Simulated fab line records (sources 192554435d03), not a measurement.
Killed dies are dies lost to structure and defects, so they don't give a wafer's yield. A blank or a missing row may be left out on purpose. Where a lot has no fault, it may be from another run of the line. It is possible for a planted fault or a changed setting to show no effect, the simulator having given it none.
A struck lot beside a sound one | flow n5Finfet | 15 out of 1938 route steps
Sound: wafers L549.1, L549.2, L549.4. Struck: wafer L561.4 (L561.1, L561.3, from the same lot, were not struck and are left out); the cause is given at the end.
For every step that has rows: the tool of each side, followed by ch and its chambers, followed by its first start. Under that, the readings that differ: sound wafers | struck wafers | difference of the means | sigmas: that difference in standard deviations of wafers without a fault.
alike: a reading whose means differ by less than 2 such deviations, as well as words and numbers matching on both sides. not compared: withheld readings; readings where some wafer has no value; bounds like >300 that might hide an equal value; numbers whose values overlap and for which the record gives no deviation.
The two part at a step that has a row with sigmas, a row that says differs or no value, or rows on one side only. Numbers that have no deviation but don't overlap get no sigmas and don't part them. Lack of a reading on every wafer of one side parts them only where that side has two or more wafers.

first, 4 steps without rows for these wafers: N5_SD_EPI_P_SOFTBAKE_04 (time 60 s); N5_SD_EPI_P_EXPOSE_06 (exposes mask SD P BLK, target cd 240 nm); N5_SD_EPI_P_PEB_07 (peb time 60 s); N5_SD_EPI_P_DEVELOP_08 (develop time 30 s).
N5_SD_EPI_P_CD_MEAS_09 targets a cd of 240 nm.
  sound on cdSem-03 ch 0, day 3 18:35; struck on cdSem-03 ch 0, day 6 21:34
  alike: cdNm
N5_SD_EPI_P_OVL_MEAS_10:
  sound on overlay-01 ch 0, day 3 18:37; struck on overlay-01 ch 0, day 6 21:36
  alike: SD_P_BLK_OVL
N5_SD_EPI_P_INSPECT_11: inspects for defects (macro).
  sound on defectInspect-02 at day 3 18:38; struck on defectInspect-01 at day 6 21:37
  alike: rawDefectCount
N5_SD_EPI_P_DESCUM_14: chemistry O2, time 7.9 s.
  sound on rieDiel-02 ch 1,2,3, day 3 18:40; struck on rieDiel-03 ch 1, day 6 21:55
reading                  | sound       | struck | difference | sigmas
drypumpMotorCurrentA (A) | 5.1 4.9 5.8 | 6.6    | +1.3       | +3
  alike: oesProductAu, rfVppV, showerheadPlenumPTorr, throttleValvePct
  not compared: rfHoursCounterH
N5_SD_EPI_P_ETCH_36: etches SiARC in CF4, target depth 45.5 nm, time 75.8 s.
  sound on rieDiel-02 ch 1,2,3, day 3 18:42; struck on rieDiel-03 ch 1, day 6 21:57
reading                  | sound       | struck | difference | sigmas
drypumpMotorCurrentA (A) | 5.1 4.9 5.8 | 6.6    | +1.3       | +3
  alike: etchRfOnTimeS, oesProductAu, rfVppV, showerheadPlenumPTorr, throttleValvePct
  not compared: rfHoursCounterH
N5_SD_EPI_P_ETCH_37: etches SOC in N2/H2, overetch 108 nm, time 486 s.
  sound on rieDiel-02 ch 1,2,3, day 3 18:46; struck on rieDiel-03 ch 1, day 6 22:01
reading                  | sound       | struck | difference | sigmas
drypumpMotorCurrentA (A) | 5.0 4.9 5.8 | 6.6    | +1.4       | +3
  alike: oesProductAu, rfVppV, showerheadPlenumPTorr, throttleValvePct
  not compared: rfHoursCounterH
then, 1 step without rows for these wafers: N5_SD_EPI_P_STRIP_38 (strips in N2/H2).
N5_SD_EPI_P_ETCHBACK_46: etches SiNx in CH3F/O2, stops on SiO2, target depth 17.5 nm.
  sound on rieDiel-02 ch 1,2,3, day 3 19:05; struck on rieDiel-03 ch 1, day 6 22:20
reading                  | sound       | struck | difference | sigmas
drypumpMotorCurrentA (A) | 5.1 4.9 5.8 | 6.6    | +1.3       | +3
  alike: oes_o_777_au, oesProductAu, rfVppV, showerheadPlenumPTorr, throttleValvePct
  not compared: rfHoursCounterH
N5_SD_EPI_P_ETCH_47: etches SiOCN in CH3F/O2, target depth 25 nm.
  sound on rieDiel-02 ch 1,2,3, day 3 19:11; struck on rieDiel-03 ch 1, day 6 22:26
reading                  | sound             | struck | difference | sigmas
drypumpMotorCurrentA (A) | 5.0 4.9 5.8       | 6.6    | +1.4       | +3
model.etch.depthNm (nm)  | 25.14 24.63 24.86 | 35.95  | +11.07     | 
  alike: oes_o_777_au, oesProductAu, rfVppV, showerheadPlenumPTorr, throttleValvePct
  not compared: rfHoursCounterH
N5_SD_EPI_P_ETCH_16: etches SiO2 in CHF3/O2, target depth 5 nm.
  sound on rieDiel-02 ch 1,2,3, day 3 19:17; struck on rieDiel-03 ch 1, day 6 22:32
reading                  | sound       | struck | difference | sigmas
drypumpMotorCurrentA (A) | 5.1 4.9 5.8 | 6.6    | +1.3       | +3
  alike: oes_o_777_au, oesProductAu, rfVppV, showerheadPlenumPTorr, throttleValvePct
  not compared: rfHoursCounterH
-- here the record skips 4 days between the struck wafers' starts before and after, leaving off in module SD_EPI_P and picking up in module BEOL_M4 (first step shown: number 1111 of the route) --
N5_BEOL_M4_RC_MEAS_101:
  sound on prober-01 ch 0, day 8 18:10; struck on prober-01 ch 0, day 11 09:48
reading        | sound                | struck | difference | sigmas
IOFF_P (nA/um) | 0.194 0.272 0.233    | 0.294  | +0.061     | +2
ION_P (uA/um)  | 465 474 462          | 480    | +13        | +2
SS_P (mV/dec)  | 73.1 73.7 73.1       | 74.5   | +1.2       | +2
VT_N (mV)      | 251.5 245.6 247.1    | 243.0  | -5.1       | -2
VT_P (mV)      | -250.2 -248.3 -247.0 | -241.3 | +7.2       | +3
  alike: DIBL_N, DIBL_P, IOFF_N, ION_N, SS_N

== WHERE THEY PART ==
Last at N5_BEOL_M4_RC_MEAS_101 as far as this record goes, first at N5_SD_EPI_P_DESCUM_14.

WHY: what the simulator had put in
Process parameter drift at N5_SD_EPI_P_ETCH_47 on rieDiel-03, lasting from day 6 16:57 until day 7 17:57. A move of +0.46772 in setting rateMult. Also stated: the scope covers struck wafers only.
